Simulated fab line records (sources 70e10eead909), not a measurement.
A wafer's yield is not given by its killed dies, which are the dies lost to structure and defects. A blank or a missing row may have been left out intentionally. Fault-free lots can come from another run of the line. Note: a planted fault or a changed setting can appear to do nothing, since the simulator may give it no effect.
A struck lot beside a sound one / flow nand-harc / 14 steps out of a route of 1302
Sound: the wafers L998.1, L998.2, L998.4. Wafers L992.1, L992.3, L992.4 were the ones struck. The cause comes at the end.
Order at every step that has rows: each side's tool, ch and its chambers, its first start. Under that, the readings that differ: sound wafers / struck wafers / difference of the means / sigmas: that difference in standard deviations of wafers without a fault.
alike: words and numbers the same on both sides, and readings whose means are apart by under 2 such deviations; not compared: readings that were withheld, readings missing a value for some wafer, numbers with overlapping values and no deviation given by the record, and bounds like >300 which may hide the same value.
Wherever a step has rows on one side only, a row that says differs or no value, or a row with sigmas, the two part there. Non-overlapping numbers with no deviation appear without sigmas and do not part them. A reading that every wafer of one side lacks parts them only if that side has two wafers or more.

first, 1 step without rows for these wafers: NHARC_A_CHANNEL_HOLE_D2_SRD_30.
NHARC_A_CHANNEL_HOLE_D2_CD_MEAS_31:
  sound on cd-sem-02 at day 22 21:32; struck on cd-sem-01 at day 20 07:48
reading=cd-nm (nm); sound=92.8 91.2 92.1; struck=89.0 87.6 89.2; difference=-3.4; sigmas=-2
NHARC_A_CHANNEL_HOLE_D2_XSEM_32:
  sound on xsem-01 ch 0, day 22 21:37; struck on xsem-02 ch 0, day 20 07:53
  alike: bot-cd-nm, bow-nm, tilt-deg
NHARC_A_CHANNEL_HOLE_D2_INSPECT_40:
  sound on defect-inspect-01 at day 22 21:43; struck on defect-inspect-01 at day 20 07:59
  alike: raw-defect-count
then, 3 steps without rows for these wafers: NHARC_A_CHANNEL_FILL_D2_PRECLEAN_00 (cleans in SC1); NHARC_A_CHANNEL_FILL_D2_SRD_01; NHARC_A_CHANNEL_FILL_D2_ALD_02 (deposits SiO2, target thk 6 nm, pulse time 10 s, ald cycles 60).
NHARC_A_CHANNEL_FILL_D2_ALD_03: deposits SiNx, target thk 6 nm, pulse time 60 s, ald cycles 58.
  sound on ald-sin-batch-03 ch 0; struck on ald-sin-batch-03 ch 0
  alike: precursor-pulse-height-rel
NHARC_A_CHANNEL_FILL_D2_ALD_14: deposits SiO2, target thk 2.5 nm, pulse time 10 s, ald cycles 25.
  sound on ald-hk-04 ch 0,2,3, day 23 04:56; struck on ald-hk-04 ch 0,1,2, day 20 15:11
  alike: heater-power-w, precursor-pulse-height-rel
NHARC_A_CHANNEL_FILL_D2_ALD_15: deposits SiNx, target thk 2 nm, pulse time 60 s, ald cycles 19.
  sound on ald-sin-batch-03 ch 0; struck on ald-sin-batch-03 ch 0
  alike: precursor-pulse-height-rel
NHARC_A_CHANNEL_FILL_D2_ALD_16: deposits SiO2, target thk 1.5 nm, pulse time 10 s, ald cycles 15.
  sound on ald-hk-04 ch 0,1,3, day 23 10:34; struck on ald-hk-02 ch 0,2,3, day 20 20:20
  alike: heater-power-w, precursor-pulse-height-rel
then, 1 step without rows for these wafers: NHARC_A_CHANNEL_FILL_D2_ANNEAL_17 (time 1800 s).
NHARC_A_CHANNEL_FILL_D2_CVD_18: deposits poly-Si, target thk 3 nm.
  sound on lpcvd-poly-03 ch 0, day 23 20:05; struck on lpcvd-poly-03 ch 0, day 21 08:44
then, 1 step without rows for these wafers: NHARC_A_CHANNEL_FILL_D2_ETCHBACK_19 (etches the open film in HBr/Cl2, target depth 5 nm, time 1.7 s).

## WHERE THEY PART
Within this record, at NHARC_A_CHANNEL_HOLE_D2_CD_MEAS_31 only. Later steps at which nothing parts them and some readings are alike: NHARC_A_CHANNEL_HOLE_D2_XSEM_32, NHARC_A_CHANNEL_HOLE_D2_INSPECT_40, NHARC_A_CHANNEL_FILL_D2_ALD_03, NHARC_A_CHANNEL_FILL_D2_ALD_14, NHARC_A_CHANNEL_FILL_D2_ALD_15, NHARC_A_CHANNEL_FILL_D2_ALD_16.

WHY: what had been put in by the simulator
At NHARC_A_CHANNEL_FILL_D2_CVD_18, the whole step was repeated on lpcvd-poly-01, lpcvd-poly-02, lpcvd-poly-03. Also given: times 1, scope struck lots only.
